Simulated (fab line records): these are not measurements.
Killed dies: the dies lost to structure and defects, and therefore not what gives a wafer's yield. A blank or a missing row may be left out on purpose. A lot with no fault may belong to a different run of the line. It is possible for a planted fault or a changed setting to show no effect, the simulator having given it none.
Tool commonality check / flow nand_harc / Sampled: 2 lots, 6 wafers

== REASON IT WAS OPENED ==
Flagged at NHARC_END_SORT_01: reading killed_at_periphery, on 2 of 2 lots. Fault-free wafers read 2.9, with a standard deviation of 2.2.
Rule: a lot is flagged in two cases, either no wafer of it has a number, or all its wafers with numbers fall more than 4 standard deviations from that mean. The rest of the lots are taken to be sound.

lot=L620; measured=day 22 02:40; on=prober-01; killed_at_periphery, wafer by wafer=659 658 648; flag=FLAGGED
lot=L625; measured=day 23 06:09; on=prober-02; killed_at_periphery, wafer by wafer=655 651 661; flag=FLAGGED
Flagged lots average 655.3: +652.4 relative to the usual, that is +99 or more standard deviations.

== WHICH TOOL EACH LOT WENT THROUGH ==
Before the reading, the record contains 3 process steps out of a 1159-step route. Read each cell as the tool, then ch plus the chambers that the sampled wafers visited, then the start.
lot=L620; flag=FLAGGED; NHARC_P_ZERO_WELL_DESCUM_54=rie_diel-03 ch 1,2,3, day 4 17:59; NHARC_P_STI_HM_DEP_30=lpcvd-01 ch 1, day 5 07:01; NHARC_P_STI_DESCUM_14=rie_diel-02 ch 2,3, day 5 17:55
lot=L625; flag=FLAGGED; NHARC_P_ZERO_WELL_DESCUM_54=rie_diel-07 ch 0,1,2, day 5 23:46; NHARC_P_STI_HM_DEP_30=lpcvd-01 ch 1, day 6 12:37; NHARC_P_STI_DESCUM_14=rie_diel-02 ch 1,2,3, day 7 01:02
These steps, and what they do:
- NHARC_P_ZERO_WELL_DESCUM_54: chemistry O2, time 3 s.
- NHARC_P_STI_HM_DEP_30: deposits Si3N4, target thk 80 nm, time 873 s.
- NHARC_P_STI_DESCUM_14: chemistry O2, time 3 s.
- NHARC_END_SORT_01

== FLAGGED AGAINST TOTAL, ONE TOOL AT A TIME (gauges that did the reading follow at the end) ==
step=NHARC_P_ZERO_WELL_DESCUM_54; tool=rie_diel-03; lots run=1; flagged=1; share of the flagged lots=some; sound lots run after its first flagged lot=0
step=NHARC_P_ZERO_WELL_DESCUM_54; tool=rie_diel-07; lots run=1; flagged=1; share of the flagged lots=some; sound lots run after its first flagged lot=0
step=NHARC_P_STI_HM_DEP_30; tool=lpcvd-01; lots run=2; flagged=2; share of the flagged lots=all; sound lots run after its first flagged lot=0
step=NHARC_P_STI_DESCUM_14; tool=rie_diel-02; lots run=2; flagged=2; share of the flagged lots=all; sound lots run after its first flagged lot=0
step=NHARC_END_SORT_01; tool=prober-01; lots run=1; flagged=1; share of the flagged lots=some; sound lots run after its first flagged lot=0
step=NHARC_END_SORT_01; tool=prober-02; lots run=1; flagged=1; share of the flagged lots=some; sound lots run after its first flagged lot=0

== WHAT IS ALLOWED BY THE TABLE ==
Rows of the table that ran all the flagged lots, 2 in number: lpcvd-01 at NHARC_P_STI_HM_DEP_30; rie_diel-02 at NHARC_P_STI_DESCUM_14.
- lpcvd-01 at NHARC_P_STI_HM_DEP_30 ran 2 lots, 2 of them flagged. It ran no sound lot before its first flagged lot in this sample, so the start can't be narrowed down.
- rie_diel-02 at NHARC_P_STI_DESCUM_14 ran 2 lots, 2 of them flagged. It ran no sound lot before its first flagged lot in this sample, so the start can't be narrowed down.
Counting lots can't tell these 2 tools apart, because each fits a fault that began at some hour. More lots, or a look at what each step does to the wafer, might.

== WHAT THE SIMULATOR PUT IN ==
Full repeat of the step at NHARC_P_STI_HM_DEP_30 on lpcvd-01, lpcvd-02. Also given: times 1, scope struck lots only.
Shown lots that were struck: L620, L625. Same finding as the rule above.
